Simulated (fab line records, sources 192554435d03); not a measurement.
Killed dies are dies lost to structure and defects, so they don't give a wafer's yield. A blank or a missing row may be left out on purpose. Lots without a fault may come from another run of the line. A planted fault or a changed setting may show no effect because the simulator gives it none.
Which tool did it? | flow n5_finfet | 24 lots, 72 wafers sampled, at 5 steps of a route of 1938

WHAT THE GAUGES READ, wafer by wafer
N5_BEOL_M6_CD_MEAS_11: target cd 38.5 nm.
lot  | measured     | on        | cd_nm (nm)
L074 | day 9 01:18  | cd_sem-03 | 38.9 37.5 38.2
L075 | day 9 09:04  | cd_sem-03 | 38.5 38.1 37.9
L076 | day 9 18:01  | cd_sem-03 | 38.6 38.5 38.0
L077 | day 9 23:17  | cd_sem-02 | 38.5 38.8 38.8
L079 | day 9 23:27  | cd_sem-01 | 38.8 38.3 38.5
L078 | day 10 04:35 | cd_sem-01 | 38.4 38.1 38.1
L080 | day 10 17:46 | cd_sem-01 | 38.6 38.0 38.1
L081 | day 10 22:15 | cd_sem-01 | 38.2 38.6 38.4
L082 | day 11 01:45 | cd_sem-03 | 39.7 38.3 38.4
L083 | day 11 12:53 | cd_sem-03 | 39.5 38.3 38.4
L085 | day 11 13:06 | cd_sem-03 | 37.5 38.9 37.6
L084 | day 11 18:34 | cd_sem-01 | 38.3 38.6 39.8
L088 | day 11 21:19 | cd_sem-03 | 38.0 38.0 38.3
L086 | day 11 23:38 | cd_sem-01 | 38.2 38.1 37.6
L089 | day 12 17:50 | cd_sem-03 | 37.9 38.3 38.1
L087 | day 12 18:01 | cd_sem-03 | 38.5 38.3 38.6
L090 | day 13 00:40 | cd_sem-02 | 38.1 38.2 37.8
L091 | day 13 20:12 | cd_sem-03 | 38.8 38.5 38.3
L092 | day 13 20:43 | cd_sem-01 | 38.5 39.4 37.6
L094 | day 13 21:29 | cd_sem-02 | 37.7 38.0 38.4
L093 | day 14 00:01 | cd_sem-03 | 38.1 38.1 38.3
L096 | day 14 00:13 | cd_sem-02 | 39.6 38.6 38.1
L095 | day 14 17:18 | cd_sem-03 | 39.0 38.7 38.9
L097 | day 14 23:47 | cd_sem-03 | 38.0 38.5 37.8

N5_BEOL_M6_THK_MEAS_53: measures by xrf.
lot  | measured     | on            | M6_THK (nm)
L074 | day 9 06:17  | film_metro-02 | 79.9 82.5 79.2
L075 | day 9 15:48  | film_metro-01 | 85.2 78.3 82.5
L076 | day 9 23:30  | film_metro-01 | 76.2 78.8 76.5
L077 | day 10 05:34 | film_metro-02 | 80.5 76.7 81.9
L079 | day 10 06:35 | film_metro-01 | 76.8 76.2 80.1
L078 | day 10 11:22 | film_metro-01 | 85.3 80.2 79.2
L080 | day 10 23:44 | film_metro-02 | 82.8 81.5 80.5
L081 | day 11 04:36 | film_metro-02 | 79.3 77.1 80.5
L082 | day 11 05:55 | film_metro-01 | 83.8 80.6 82.8
L083 | day 11 18:20 | film_metro-02 | 79.8 77.9 80.9
L085 | day 11 19:28 | film_metro-01 | 79.9 75.7 79.2
L084 | day 12 01:46 | film_metro-02 | 80.4 82.6 78.8
L088 | day 12 02:49 | film_metro-02 | 80.4 79.8 81.3
L086 | day 12 06:43 | film_metro-01 | 79.6 80.4 79.8
L089 | day 13 01:38 | film_metro-02 | 78.1 77.6 78.9
L087 | day 13 01:23 | film_metro-01 | 77.0 80.4 80.9
L090 | day 13 06:32 | film_metro-01 | 76.7 75.2 79.8
L091 | day 14 00:57 | film_metro-02 | 77.1 81.5 76.9
L092 | day 14 03:45 | film_metro-01 | 75.1 78.6 80.1
L094 | day 14 04:41 | film_metro-01 | 84.9 79.4 79.4
L093 | day 14 05:49 | film_metro-01 | 82.4 81.0 82.7
L096 | day 14 05:25 | film_metro-02 | 84.9 80.1 84.3
L095 | day 15 01:04 | film_metro-01 | 79.4 78.2 79.5
L097 | day 15 05:39 | film_metro-02 | 80.0 78.4 79.5

WHICH TOOL RAN EACH LOT (tool, then ch and the chambers of the sampled wafers, then the start)
lot  | N5_BEOL_M6_PECVD_70             | N5_BEOL_M6_CURE_75            | N5_BEOL_M6_ANNEAL_51
L074 | pecvd-01 ch 0,1,2, day 9 00:20  | uv_cure-03 ch 0, day 9 02:57  | rtp_anneal-01 ch 0, day 9 05:44
L075 | pecvd-04 ch 0,2, day 9 07:20    | uv_cure-03 ch 1, day 9 13:47  | rtp_anneal-01 ch 0, day 9 15:11
L076 | pecvd-04 ch 0,2, day 9 15:43    | uv_cure-02 ch 2, day 9 19:51  | rtp_anneal-01 ch 0, day 9 22:57
L077 | pecvd-04 ch 0,1,2, day 9 21:14  | uv_cure-03 ch 0, day 10 01:04 | rtp_anneal-01 ch 0, day 10 04:55
L079 | pecvd-01 ch 0,1,2, day 9 21:32  | uv_cure-03 ch 0, day 10 04:16 | rtp_anneal-01 ch 0, day 10 05:59
L078 | pecvd-03 ch 0,1,2, day 10 01:37 | uv_cure-01 ch 1, day 10 08:54 | rtp_anneal-02 ch 0, day 10 10:46
L080 | pecvd-03 ch 0,1, day 10 16:03   | uv_cure-03 ch 0, day 10 22:05 | rtp_anneal-01 ch 0, day 10 23:13
L081 | pecvd-01 ch 0,1,2, day 10 18:28 | uv_cure-01 ch 1, day 11 01:53 | rtp_anneal-02 ch 0, day 11 04:01
L082 | pecvd-01 ch 0,1,2, day 10 23:35 | uv_cure-02 ch 0, day 11 03:51 | rtp_anneal-02 ch 0, day 11 05:20
L083 | pecvd-04 ch 0,1, day 11 11:00   | uv_cure-03 ch 0, day 11 15:49 | rtp_anneal-02 ch 0, day 11 17:38
L085 | pecvd-01 ch 0,1,2, day 11 11:34 | uv_cure-01 ch 2, day 11 16:12 | rtp_anneal-02 ch 0, day 11 18:31
L084 | pecvd-04 ch 0,1,2, day 11 17:12 | uv_cure-01 ch 2, day 11 22:35 | rtp_anneal-01 ch 0, day 12 00:54
L088 | pecvd-04 ch 0,2, day 11 20:28   | uv_cure-01 ch 1, day 11 23:11 | rtp_anneal-02 ch 0, day 12 02:13
L086 | pecvd-01 ch 1,2, day 11 22:33   | uv_cure-01 ch 0, day 12 03:02 | rtp_anneal-01 ch 0, day 12 05:51
L089 | pecvd-03 ch 0,2, day 12 15:50   | uv_cure-02 ch 1, day 12 21:28 | rtp_anneal-02 ch 0, day 13 01:02
L087 | pecvd-01 ch 0,1, day 12 16:07   | uv_cure-02 ch 1, day 12 21:16 | rtp_anneal-02 ch 0, day 13 00:52
L090 | pecvd-01 ch 0,1,2, day 12 22:36 | uv_cure-02 ch 2, day 13 04:11 | rtp_anneal-01 ch 0, day 13 05:56
L091 | pecvd-04 ch 0,1,2, day 13 16:20 | uv_cure-03 ch 0, day 13 21:50 | rtp_anneal-01 ch 0, day 14 00:22
L092 | pecvd-04 ch 0,2, day 13 18:40   | uv_cure-03 ch 2, day 14 00:10 | rtp_anneal-02 ch 0, day 14 03:10
L094 | pecvd-01 ch 0,1, day 13 20:43   | uv_cure-02 ch 2, day 14 00:31 | rtp_anneal-02 ch 0, day 14 04:05
L093 | pecvd-03 ch 0,2, day 13 23:02   | uv_cure-03 ch 2, day 14 03:02 | rtp_anneal-01 ch 0, day 14 05:14
L096 | pecvd-01 ch 0,1, day 13 23:11   | uv_cure-02 ch 2, day 14 02:28 | rtp_anneal-02 ch 0, day 14 04:49
L095 | pecvd-04 ch 0,1,2, day 14 14:43 | uv_cure-02 ch 2, day 14 22:49 | rtp_anneal-01 ch 0, day 15 00:29
L097 | pecvd-01 ch 1,2, day 14 22:49   | uv_cure-03 ch 2, day 15 03:36 | rtp_anneal-01 ch 0, day 15 05:04
- N5_BEOL_M6_PECVD_70: deposits SiO2 from TEOS/O2, target thk 20 nm, time 22.7 s.
- N5_BEOL_M6_CURE_75: cures SiCOH lowk, time 120 s.
- N5_BEOL_M6_ANNEAL_51: time 90 s.

WHAT THE TOOLS THEMSELVES READ (means of the sampled wafers that have a number; where no wafer has one, the mark that the record gives instead)
N5_BEOL_M6_PECVD_70.
lot  | tool     | heater_power_w (W) | showerhead_plenum_p_Torr (Torr) | throttle_valve_pct (%)
L074 | pecvd-01 | 673                | 8.80                            | 22.2
L075 | pecvd-04 | 691                | 8.74                            | 21.8
L076 | pecvd-04 | 761                | 8.74                            | 21.8
L077 | pecvd-04 | 731                | 8.74                            | 22.2
L079 | pecvd-01 | 674                | 8.80                            | 22.2
L078 | pecvd-03 | 638                | 8.76                            | 21.9
L080 | pecvd-03 | 626                | 8.75                            | 23.4
L081 | pecvd-01 | 686                | 8.80                            | 22.3
L082 | pecvd-01 | 659                | 8.78                            | 22.3
L083 | pecvd-04 | 672                | 8.75                            | 22.1
L085 | pecvd-01 | 684                | 8.80                            | 22.4
L084 | pecvd-04 | 675                | 8.74                            | 22.2
L088 | pecvd-04 | 736                | 8.74                            | 22.1
L086 | pecvd-01 | 783                | 8.77                            | 23.0
L089 | pecvd-03 | 741                | 8.79                            | 21.5
L087 | pecvd-01 | 694                | 8.81                            | 22.0
L090 | pecvd-01 | 721                | 8.80                            | 22.3
L091 | pecvd-04 | 700                | 8.74                            | 22.1
L092 | pecvd-04 | 768                | 8.74                            | 22.1
L094 | pecvd-01 | 854                | 8.78                            | 22.8
L093 | pecvd-03 | 688                | 8.80                            | 21.6
L096 | pecvd-01 | 750                | 8.80                            | 22.1
L095 | pecvd-04 | 651                | 8.74                            | 22.0
L097 | pecvd-01 | 846                | 8.78                            | 23.0

N5_BEOL_M6_CURE_75.
lot  | tool       | lamp_power_pct (%) | wafer_temp_C_max
L074 | uv_cure-03 | 52.27              | 371.8
L075 | uv_cure-03 | 52.31              | 371.0
L076 | uv_cure-02 | 52.33              | 371.2
L077 | uv_cure-03 | 52.35              | 371.5
L079 | uv_cure-03 | 52.32              | 371.5
L078 | uv_cure-01 | 52.36              | 372.0
L080 | uv_cure-03 | 52.31              | 371.2
L081 | uv_cure-01 | 52.31              | 371.8
L082 | uv_cure-02 | 52.31              | 371.6
L083 | uv_cure-03 | 52.31              | 371.5
L085 | uv_cure-01 | 52.33              | 371.9
L084 | uv_cure-01 | 52.33              | 371.8
L088 | uv_cure-01 | 52.29              | 371.8
L086 | uv_cure-01 | 52.35              | 371.6
L089 | uv_cure-02 | 52.31              | 370.8
L087 | uv_cure-02 | 52.33              | 371.0
L090 | uv_cure-02 | 52.36              | 370.9
L091 | uv_cure-03 | 52.33              | 371.0
L092 | uv_cure-03 | 52.28              | 372.5
L094 | uv_cure-02 | 52.32              | 371.0
L093 | uv_cure-03 | 52.31              | 372.3
L096 | uv_cure-02 | 52.28              | 371.1
L095 | uv_cure-02 | 52.33              | 371.0
L097 | uv_cure-03 | 52.37              | 372.5

N5_BEOL_M6_ANNEAL_51.
lot  | tool          | wafer_temp_C_max
L074 | rtp_anneal-01 | 225.7
L075 | rtp_anneal-01 | 225.5
L076 | rtp_anneal-01 | 225.6
L077 | rtp_anneal-01 | 225.7
L079 | rtp_anneal-01 | 225.9
L078 | rtp_anneal-02 | 226.5
L080 | rtp_anneal-01 | 225.8
L081 | rtp_anneal-02 | 226.6
L082 | rtp_anneal-02 | 226.6
L083 | rtp_anneal-02 | 226.8
L085 | rtp_anneal-02 | 226.6
L084 | rtp_anneal-01 | 225.7
L088 | rtp_anneal-02 | 226.5
L086 | rtp_anneal-01 | 225.8
L089 | rtp_anneal-02 | 226.5
L087 | rtp_anneal-02 | 226.8
L090 | rtp_anneal-01 | 225.7
L091 | rtp_anneal-01 | 225.7
L092 | rtp_anneal-02 | 226.4
L094 | rtp_anneal-02 | 226.6
L093 | rtp_anneal-01 | 225.9
L096 | rtp_anneal-02 | 226.5
L095 | rtp_anneal-01 | 225.7
L097 | rtp_anneal-01 | 225.7

THE ANSWER, worked out from the rows above alone
Rule: what is usual is taken from the lots themselves. Put in order of their means at a reading, lots are off if they are a third of the lots or fewer, leave a main group of 4 or more, and stand apart from it by a gap of 3 or more times the standard deviation of the main group's means; of several such gaps the widest counts. A main group whose means are all the same, to the digits that the tables above print for the reading, isn't used. A lot without any number at a reading at which 4 lots or more have one is off too. The other lots that the step has rows for count as sound. The gauges are gone through in route order, then the tools' own readings, and for those a lot's mean is taken as printed above. The first step at which some lot is off is used, and at that step the reading that is off furthest; a lot without a number counts as furthest.
No lot is off at any reading shown: from this, nothing can be told.

WHAT THE SIMULATOR HAD PUT IN
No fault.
